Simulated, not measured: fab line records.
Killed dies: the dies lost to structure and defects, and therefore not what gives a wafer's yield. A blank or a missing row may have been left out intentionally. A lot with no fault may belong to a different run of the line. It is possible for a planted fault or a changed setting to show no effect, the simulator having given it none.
One fault seen from 2 desks + flow n5Finfet + each desk has only its own numbers; what lay behind them comes last

TOOL OWNER'S DESK, rieDiel-03
The tool's own readings at N5_BEOL_M4_STRIP_36 (strips in N2/H2): means of the sampled wafers that have a number, for each lot that ran on this tool. Any lot whose mean is over 4 standard deviations away from the usual mean is out of limits and marked OUT; that distance is given in the brackets.
Columns: A = drypumpMotorCurrentA at N5_BEOL_M4_STRIP_36, usual 5.5 A; B = oesProductAu at N5_BEOL_M4_STRIP_36, usual 0.84 a.u.; C = rfVppV at N5_BEOL_M4_STRIP_36, usual 59.0 V; D = showerheadPlenumPTorr at N5_BEOL_M4_STRIP_36, usual 2.55 Torr; E = throttleValvePct at N5_BEOL_M4_STRIP_36, usual 23.56 %
| lot  | first seen here | A   | B    | C    | D    | E     |
|------|-----------------|-----|------|------|------|-------|
| L554 | day 9 12:37     | 5.4 | 0.84 | 59.7 | 2.60 | 23.40 |
| L564 | day 13 00:19    | 5.4 | 0.78 | 59.6 | 2.59 | 23.41 |
| L565 | day 13 05:50    | 5.5 | 0.76 | 59.1 | 2.51 | 23.63 |
This desk's verdict: no lot among the 3 shows anything out of limits.

THE METROLOGY DESK
Means of the sampled wafers that have a number, per lot and without regard to the tool the lot ran on: this is what the gauges read. Any lot whose mean is over 4 standard deviations away from the usual mean is out of limits and marked OUT; that distance is given in the brackets.
Columns: A = cdNm at N5_PASSIVATION_CD_MEAS_30, usual 3999.5 nm; B = PASS_OPEN_OVL at N5_PASSIVATION_OVL_MEAS_66, usual 0 nm
| lot  | first seen here | A      | B  |
|------|-----------------|--------|----|
| L550 | day 12 22:13    | 3998.3 | 6  |
| L549 | day 13 11:02    | 3998.6 | -6 |
| L551 | day 13 14:34    | 3999.3 | 0  |
| L553 | day 14 03:01    | 3997.8 | 5  |
| L552 | day 14 06:46    | 4000.6 | -3 |
| L554 | day 14 21:58    | 4001.2 | -1 |
| L560 | day 17 01:36    | 3998.6 | 10 |
| L563 | day 17 03:03    | 4001.2 | 7  |
| L564 | day 17 13:20    | 4000.4 | -2 |
| L568 | day 17 20:19    | 3999.7 | -0 |
| L565 | day 18 07:34    | 3996.8 | 4  |
| L570 | day 18 22:23    | 3997.5 | -1 |
| L571 | day 19 07:38    | 3999.0 | 1  |
| L572 | day 20 03:47    | 3997.8 | 2  |
This desk's verdict: no lot among the 14 shows anything out of limits.

ALL TOGETHER
The desk of the tool owner found nothing out of limits.
From the metrology desk's view, nothing was out of limits.

WHAT HAD BEEN PUT IN BY THE SIMULATOR
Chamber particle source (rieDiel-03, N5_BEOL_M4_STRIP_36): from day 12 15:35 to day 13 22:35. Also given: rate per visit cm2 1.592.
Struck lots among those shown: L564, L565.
